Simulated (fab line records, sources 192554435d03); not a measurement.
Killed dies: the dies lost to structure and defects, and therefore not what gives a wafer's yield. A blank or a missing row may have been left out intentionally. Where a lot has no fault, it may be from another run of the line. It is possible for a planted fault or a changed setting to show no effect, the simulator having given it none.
fab line records ; flow n5-finfet
record: lots: 13; wafers: 32; last-day: 19
route steps=1938 shown BEOL_M13@1704 BEOL_M14@1716 PASSIVATION@1936
lots that met no fault: taken from a fault-free run of the same line
start-h: hours from the record's first day to the start of the lot's first wafer shown ; wait-h: hours from the lot's prior step to this one ; " same as the row above ; L1.1+2: a row that stands for several wafers ; - no value present, or no start provided ; * or withheld: withheld ; < > ~ a bound
route shown NAME@n: NAME is a module with steps in the file, n the number in the route of the first one ; usual: average and standard deviation across the fault-free wafers ; same: alike in all rows ; chamber/n: place in a boat ; sites: the reading at each site ; _std_site: the values' standard deviation ; _edge_site: inner sites' mean taken away from outer sites' mean ; radius-mm: how far each site lies from the wafer's centre ; mask NAME#n: copy n ; behind: the last tool/chamber to shape the wafer ; hold: reason for holding the lot/hours on hold/outcome of the hold ; device: names the non-switching transistor (n, p or np) ; end of line: tests run on the same wafers once the route is complete ; a step given without rows: its recipe and nothing more ; killed: the dies lost at the first sort to structure and to defects; this is not the yield of the wafer ; map: per-die view of a wafer (x killed, . not killed, _ where there is no die)
set.NAME: the setting the step ran with; set.NAME@STEP: the setting that earlier step ran with ; model.NAME: the simulator's own value behind a step, which no gauge read
route steps across a sampled set of lots; one table per step, one row per wafer
services: when a tool's chamber went out of use (start-h, in hours from the record's first day, below 0 if earlier), for how many hours, and the reason
== steps ==
step: N5_BEOL_M13_PRE_CLEAN_42
recipe: gas: H2/He; time-s: 30; temp-c: 250
usual: heater-power-w: 334/35
lot.wafer;tool;chamber;start-h;wait-h;heater-power-w
L720.1;pvd-sputter-01;-;259.97;0.0;416
L720.5;pvd-sputter-01;-;259.97;0.0;351
L720.6;pvd-sputter-01;-;259.97;0.0;306
L722.4;pvd-sputter-03;-;275.46;0.0;321
L722.5;pvd-sputter-03;-;275.46;0.0;322
L722.6;pvd-sputter-03;-;275.46;0.0;311
L723.1;pvd-sputter-01;-;283.90;0.0;336
L723.3;pvd-sputter-01;-;283.90;0.0;420
L723.6;pvd-sputter-01;-;283.90;0.0;365
L726.1;pvd-sputter-01;-;293.25;0.0;353
L736.1;pvd-sputter-01;-;360.36;0.0;367
L736.2;pvd-sputter-01;-;360.36;0.0;326
L736.6;pvd-sputter-01;-;360.36;0.0;421
L737.2;pvd-sputter-03;-;370.01;0.0;326
L737.3;pvd-sputter-03;-;370.01;0.0;339
L737.4;pvd-sputter-03;-;370.01;0.0;321
L735.3;pvd-sputter-02;-;376.98;0.0;291
L735.4;pvd-sputter-02;-;376.98;0.0;287
L739.5;pvd-sputter-01;-;383.56;0.0;337
L739.6;pvd-sputter-01;-;383.56;0.0;422
L738.2;pvd-sputter-01;-;388.82;0.0;404
L738.4;pvd-sputter-01;-;388.82;0.0;324
L738.6;pvd-sputter-01;-;388.82;0.0;409
L742.1;pvd-sputter-02;-;399.72;0.0;348
L742.3;pvd-sputter-02;-;399.72;0.0;377
L742.5;pvd-sputter-02;-;399.72;0.0;288
L740.2;pvd-sputter-01;-;399.81;0.0;331
L740.5;pvd-sputter-01;-;399.81;0.0;328
L741.1;pvd-sputter-03;-;400.23;0.0;326
L741.4;pvd-sputter-03;-;400.23;0.0;329
L743.4;pvd-sputter-03;-;419.14;0.0;322
L743.5;pvd-sputter-03;-;419.14;0.0;329
step: N5_BEOL_M13_SPUTTER_44
recipe: material: Ta; target-thk-a: 100; temp-c: 50; bias-v: 80; power-w: 15000; chamber-pressure-pa: 0.07; time-s: 16.13
usual: substrate-temp-c: 50.01/0.11; throttle-valve-pct: 30.1/0.66
lot.wafer;tool;chamber;start-h;wait-h;substrate-temp-c;throttle-valve-pct
L720.1;pvd-sputter-01;-;260.11;0.0;50.03;30.1
L720.5;pvd-sputter-01;-;260.11;0.0;49.95;30.9
L720.6;pvd-sputter-01;-;260.11;0.0;50.05;29.3
L722.4;pvd-sputter-03;-;275.58;0.0;49.98;29.8
L722.5;pvd-sputter-03;-;275.58;0.0;49.96;30.5
L722.6;pvd-sputter-03;-;275.58;0.0;49.86;29.9
L723.1;pvd-sputter-01;-;284.03;0.0;49.96;31.1
L723.3;pvd-sputter-01;-;284.03;0.0;49.77;29.8
L723.6;pvd-sputter-01;-;284.03;0.0;50.01;31.0
L726.1;pvd-sputter-01;-;293.38;0.0;49.92;30.7
L736.1;pvd-sputter-01;-;360.48;0.0;49.89;30.8
L736.2;pvd-sputter-01;-;360.48;0.0;50.05;31.1
L736.6;pvd-sputter-01;-;360.48;0.0;50.14;29.9
L737.2;pvd-sputter-03;-;370.13;0.0;49.89;30.4
L737.3;pvd-sputter-03;-;370.13;0.0;50.07;29.5
L737.4;pvd-sputter-03;-;370.13;0.0;50.07;29.7
L735.3;pvd-sputter-02;-;377.10;0.0;50.01;30.7
L735.4;pvd-sputter-02;-;377.10;0.0;49.95;29.9
L739.5;pvd-sputter-01;-;383.70;0.0;49.99;31.1
L739.6;pvd-sputter-01;-;383.70;0.0;50.04;29.8
L738.2;pvd-sputter-01;-;388.94;0.0;50.02;30.2
L738.4;pvd-sputter-01;-;388.94;0.0;50.04;31.2
L738.6;pvd-sputter-01;-;388.94;0.0;50.03;29.8
L742.1;pvd-sputter-02;-;399.84;0.0;50.00;31.3
L742.3;pvd-sputter-02;-;399.84;0.0;49.94;29.9
L742.5;pvd-sputter-02;-;399.84;0.0;50.00;30.6
L740.2;pvd-sputter-01;-;399.93;0.0;50.16;31.0
L740.5;pvd-sputter-01;-;399.93;0.0;50.05;31.0
L741.1;pvd-sputter-03;-;400.35;0.0;49.96;29.7
L741.4;pvd-sputter-03;-;400.35;0.0;50.07;29.1
L743.4;pvd-sputter-03;-;419.26;0.0;50.03;29.8
L743.5;pvd-sputter-03;-;419.26;0.0;50.14;29.5
step: N5_BEOL_M14_ILD_DEP_00
recipe: material: SiO2; target-thk-a: 11193; temp-c: 400; precursor: TEOS/O2; pressure-torr: 6.5; rf-w: 900; teos-flow-sccm: 161.4; gas: O2; flow-sccm: 2650; time-s: 237.4
usual: heater-power-outer-w: 318/86; heater-power-w: 569/120; showerhead-plenum-p-Torr: 8.34/0.035; throttle-valve-pct: 18.8/1.1
lot.wafer;tool;chamber;start-h;wait-h;heater-power-outer-w;heater-power-w;showerhead-plenum-p-Torr;throttle-valve-pct
L720.1;pecvd-04;1;261.27;0.0;212;399;8.35;20.6
L720.5;pecvd-04;1;261.27;0.0;252;466;8.37;20.5
L720.6;pecvd-04;0;261.27;0.0;345;617;8.33;20.1
L722.4;pecvd-04;2;276.80;0.1;272;522;8.39;17.6
L722.5;pecvd-04;0;276.80;0.1;262;510;8.34;20.1
L722.6;pecvd-04;1;276.80;0.1;250;452;8.35;20.3
L723.1;pecvd-03;1;286.19;0.0;377;682;8.31;18.0
L723.3;pecvd-03;2;286.19;0.0;514;842;8.40;17.8
L723.6;pecvd-03;2;286.19;0.0;367;659;8.38;17.8
L726.1;pecvd-01;1;294.70;0.0;189;367;8.37;20.5
L736.1;pecvd-03;2;362.59;0.0;506;841;8.40;17.9
L736.2;pecvd-03;1;362.59;0.0;406;716;8.32;18.0
L736.6;pecvd-03;1;362.59;0.0;292;571;8.34;17.4
L737.2;pecvd-03;2;371.28;0.0;506;822;8.39;17.9
L737.3;pecvd-03;0;371.28;0.0;298;521;8.33;18.3
L737.4;pecvd-03;1;371.28;0.0;297;561;8.33;17.9
L735.3;pecvd-03;2;378.75;0.0;454;756;8.38;18.0
L735.4;pecvd-03;1;378.75;0.0;287;565;8.33;17.9
L739.5;pecvd-04;1;384.88;0.1;237;437;8.35;20.4
L739.6;pecvd-04;2;384.88;0.1;236;474;8.37;18.0
L738.2;pecvd-03;1;390.12;0.0;309;582;8.34;17.8
L738.4;pecvd-03;1;390.12;0.0;371;666;8.32;17.7
L738.6;pecvd-03;0;390.12;0.0;248;448;8.33;18.2
L742.1;pecvd-01;0;400.98;0.0;296;517;8.33;18.7
L742.3;pecvd-01;1;400.98;0.0;187;370;8.37;20.6
L742.5;pecvd-01;0;400.98;0.0;330;565;8.33;18.8
L740.2;pecvd-04;0;401.23;0.0;361;634;8.34;20.0
L740.5;pecvd-04;1;401.23;0.0;269;484;8.36;20.4
L741.1;pecvd-04;2;402.00;0.0;189;390;8.35;17.8
L741.4;pecvd-04;0;402.00;0.0;363;639;8.36;20.3
L743.4;pecvd-01;0;420.53;0.1;233;451;8.35;18.9
L743.5;pecvd-01;1;420.53;0.1;239;434;8.35;20.6
step: N5_BEOL_M14_EXPOSE_07
recipe: mask-id: V13; na: 0.8; source-shape: annular; sigma-inner: 0.5; sigma-outer: 0.8; polarization: unpolarized; attpsm-phase-deg: 180; dose-mj: 57
usual: exposure-dose-mJ-cm2: 56.97/0.069
lot.wafer;tool;chamber;start-h;wait-h;mask;exposure-dose-mJ-cm2
L720.1;krf-scanner-01;0;261.59;-;V13#0;57.01
L720.5;krf-scanner-01;0;261.59;-;V13#0;56.95
L720.6;krf-scanner-01;0;261.59;-;V13#0;56.93
L722.4;krf-scanner-01;0;277.19;-;V13#0;57.02
L722.5;krf-scanner-01;0;277.19;-;V13#0;56.97
L722.6;krf-scanner-01;0;277.19;-;V13#0;56.96
L723.1;krf-scanner-02;0;286.52;-;V13#0;56.91
L723.3;krf-scanner-02;0;286.52;-;V13#0;57.00
L723.6;krf-scanner-02;0;286.52;-;V13#0;56.90
L726.1;krf-scanner-01;0;295.02;-;V13#0;57.26
L736.1;krf-scanner-02;0;363.04;-;V13#0;56.81
L736.2;krf-scanner-02;0;363.04;-;V13#0;56.81
L736.6;krf-scanner-02;0;363.04;-;V13#0;56.77
L737.2;krf-scanner-01;0;371.73;-;V13#0;57.03
L737.3;krf-scanner-01;0;371.73;-;V13#0;57.05
L737.4;krf-scanner-01;0;371.73;-;V13#0;57.00
L735.3;krf-scanner-01;0;379.08;-;V13#0;56.97
L735.4;krf-scanner-01;0;379.08;-;V13#0;57.01
L739.5;krf-scanner-01;0;385.15;-;V13#0;57.02
L739.6;krf-scanner-01;0;385.15;-;V13#0;56.94
L738.2;krf-scanner-02;0;390.57;-;V13#0;57.01
L738.4;krf-scanner-02;0;390.57;-;V13#0;56.98
L738.6;krf-scanner-02;0;390.57;-;V13#0;57.01
L742.1;krf-scanner-02;0;401.30;-;V13#0;57.07
L742.3;krf-scanner-02;0;401.30;-;V13#0;56.98
L742.5;krf-scanner-02;0;401.30;-;V13#0;57.02
L740.2;krf-scanner-01;0;401.69;-;V13#0;56.97
L740.5;krf-scanner-01;0;401.69;-;V13#0;56.98
L741.1;krf-scanner-01;0;402.32;-;V13#0;56.86
L741.4;krf-scanner-01;0;402.32;-;V13#0;56.98
L743.4;krf-scanner-02;0;420.92;-;V13#0;57.09
L743.5;krf-scanner-02;0;420.92;-;V13#0;57.02
step: N5_PASSIVATION_PROBE_49
usual: defect-limited-yield: 91.3/1.4; killed_at_M0_to_M3: 36/10; killed_at_M4_up: 13/5.4; killed-at-contacts: 12/5.3; killed-at-front-end: 39/10; killed-at-other: 3.2/2.7; killed-dies: 103/16; killed-open: 68/13; killed-short: 33/6.6; sort_bin_4_leakage: 0.01/0.031; sort_bin_5_function: 5.1/0.92; sort_bin_6_memory: 3.3/0.68; sort_bin_8_speed: 0.1/0.41; sort-n-pass: 1077/17; sort-yield-pct: 91.2/1.4
same: gross-dies: 1180; killed-at-back-side: 0
lot.wafer;tool;chamber;start-h;wait-h;defect-limited-yield[%];killed_at_M0_to_M3;killed_at_M4_up;killed-at-contacts;killed-at-front-end;killed-at-other;killed-dies;killed-open;killed-short;sort_bin_4_leakage[%];sort_bin_5_function[%];sort_bin_6_memory[%];sort_bin_8_speed[%];sort-n-pass;sort-yield-pct[%]
L726.1;prober-01;-;325.38;0.0;91.7;41;7;10;38;2;98;58;38;0;5.0;3.1;0;1082;91.7
L735.4;prober-01;-;412.16;0.2;89.8;35;15;19;47;4;120;86;34;0;5.3;4.7;0;1060;89.8
killed by level:class
L726.1 FIN_SAQP:geometric-particle:open=13 FIN_SAQP:geometric-particle:short=11 BEOL_M1:geometric-particle:open=11 BEOL_M0_SAQP:geometric-particle:short=8 BEOL_M3:geometric-particle:open=8 MOL_CONTACT_COAG:geometric-particle:open=6 BEOL_M2:geometric-particle:open=6 GATE_CUT:geometric-particle:short=4
L735.4 MOL_CONTACT_COAG:geometric-particle:open=15 STI_FIN_REVEAL:geometric-particle:open=11 BEOL_M3:geometric-particle:open=8 DUMMY_GATE:geometric-particle:open=7 BEOL_M1:geometric-particle:open=6 ILD0:geometric-particle:open=6 BEOL_M0_SAQP:geometric-particle:open=6 BEOL_M0_SAQP:geometric-particle:short=5
== services ==
tool;chamber;start-h;hours;kind
krf-scanner-01;-;237.48;1.3;pm
krf-scanner-01;0;249.82;-;calibration
pecvd-03;1;267.27;5.5;scheduled-down
krf-scanner-02;0;274.54;-;calibration
krf-scanner-01;-;275.03;0.8;pm
krf-scanner-02;-;279.33;0.8;pm
krf-scanner-01;-;326.26;1.0;pm
pecvd-03;0;333.35;5.9;repair
krf-scanner-01;-;347.07;0.5;repair
krf-scanner-02;-;349.82;1.0;pm
pecvd-01;-;353.41;6.0;pm
pecvd-03;-;357.19;1.2;repair
krf-scanner-01;-;362.56;4.1;repair
pvd-sputter-01;-;367.25;3.0;repair
pecvd-01;1;370.47;2.1;scheduled-down
pvd-sputter-03;-;385.93;7.3;repair
krf-scanner-02;-;387.84;1.2;repair
krf-scanner-02;-;398.68;0.2;repair
krf-scanner-02;-;399.07;1.3;pm
krf-scanner-01;-;413.39;1.3;pm
krf-scanner-01;0;419.52;-;calibration
== key ==
first-sign: step: N5_BEOL_M14_EXPOSE_07; reading: exposure-dose-mJ-cm2; direction: up; sigmas: 4.2; usual: 56.97; struck: 57.26
effect none on later readings
met-at N5_BEOL_M14_EXPOSE_07
struck-lots L726
loop-trim: step: N5_BEOL_M14_EXPOSE_07; setting: dose; lots: L726
not-acting-at N5_BEOL_M13_PRE_CLEAN_42,N5_BEOL_M13_SPUTTER_44,N5_BEOL_M14_ILD_DEP_00
onset-between 277.19 295.02
fault: kind: process-parameter-drift; tool: krf-scanner-01; chamber: -; onset-h: 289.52; steps: N5_BEOL_M14_EXPOSE_07; channel: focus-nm; offset: 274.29; spread-by-wafer: 0.3; shape: step; end-h: 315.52
loop-trim: a control loop set the setting to another value than it would have without faults
